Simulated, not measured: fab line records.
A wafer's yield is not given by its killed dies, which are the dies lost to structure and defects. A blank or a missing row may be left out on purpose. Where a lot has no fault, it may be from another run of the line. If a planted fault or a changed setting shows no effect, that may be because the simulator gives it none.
Problem report, 8D (eight disciplines) form, completed by code -- flow nand harc -- the parts of the form that need people (team, actions taken, sign-off) are left out

== 1. PROBLEM STATEMENT ==
Mean of run length s at NHARC_A_CONTACT_ETCH_31: 560.6 s across 6 wafers in 2 lots; on wafers with no fault it is 749.3 s (standard deviation 0.43). That is -99 or more standard deviations from the usual mean.
The step: etches the open film in O2/COS, target depth 2800 nm, time 728 s.
The first sign was on wafer L389.3 at day 27 21:31, on rie diel-10. The record has a number at this step for 42 wafers belonging to 14 lots. Rule for "out" (also "out of limits"): further than 4 standard deviations from the usual mean. The other wafers with a number count as sound.

== 2. WHAT THIS IS AND IS NOT ==
question,is,is not
which readings at this step,run length s,"drypump motor current A, rf vpp V, showerhead plenum p Torr"
which lots,"L389, L390","L376, L378, L379, L380, L381, L382, L384, L385, L388, L391, L397, L398"
which wafers of those lots,all that have a number,-
read on which tools,rie diel-10,"rie diel-04, rie diel-05"
when,from day 27 21:31,"up to then (27 sound wafers); but 9 sound wafers of L391, L397, L398 came after"

== 3. WHAT RULES OUT EACH SUSPECT ==
Counting: a tool at a process step up to the reading stays a suspect if it ran every lot that is out and no sound lot after the first of them.
- rie diel-10 at NHARC_A_CONTACT_ETCH_89 (etches the open film in N2/H2, target depth 260 nm, time 475.3 s): ruled out as a lasting fault. Following L389 (day 27 21:31), the first lot on it that is out, the sound lots L398 were run on it. NHARC_A_CONTACT_ETCH_89: start missing for some lots; hours and lot order therefore follow NHARC_A_CONTACT_ETCH_31.
- rie diel-10 at NHARC_A_CONTACT_ETCH_31 (etches the open film in O2/COS, target depth 2800 nm, time 728 s): ruled out as a lasting fault. Following L389 (day 27 21:31), the first lot on it that is out, the sound lots L398 were run on it.
Left after counting: nothing in the record.

== 4. THE CAUSE (what the simulator had put in) ==
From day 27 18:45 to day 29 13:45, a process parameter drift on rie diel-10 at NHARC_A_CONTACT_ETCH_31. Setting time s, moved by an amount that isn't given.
Counting ruled it out, wrongly.

== 5. THE EFFECT CHAIN, in route order ==
Each row: a reading whose mean over the struck wafers that have a number lies more than 3 standard deviations from the usual. Only readings for which the record gives a usual standard deviation are gone through. hours: the time from each lot's start at the first step in this table that gives one to its start at this step, as a median over the lots. sigmas: the change in usual standard deviations.
hours,step,reading,usual,on struck wafers,change,sigmas
0,NHARC_A_CONTACT_ETCH_31,run length s,749.3 s,560.6,-188.7,-99 or more
Its process steps:
- NHARC_A_CONTACT_ETCH_31: etches the open film in O2/COS, target depth 2800 nm, time 728 s.

== 6. WHAT WOULD HAVE CAUGHT IT SOONER ==
In this record no reading fell out of limits until day 27 21:31, 3 hours after the fault had begun at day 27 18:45.
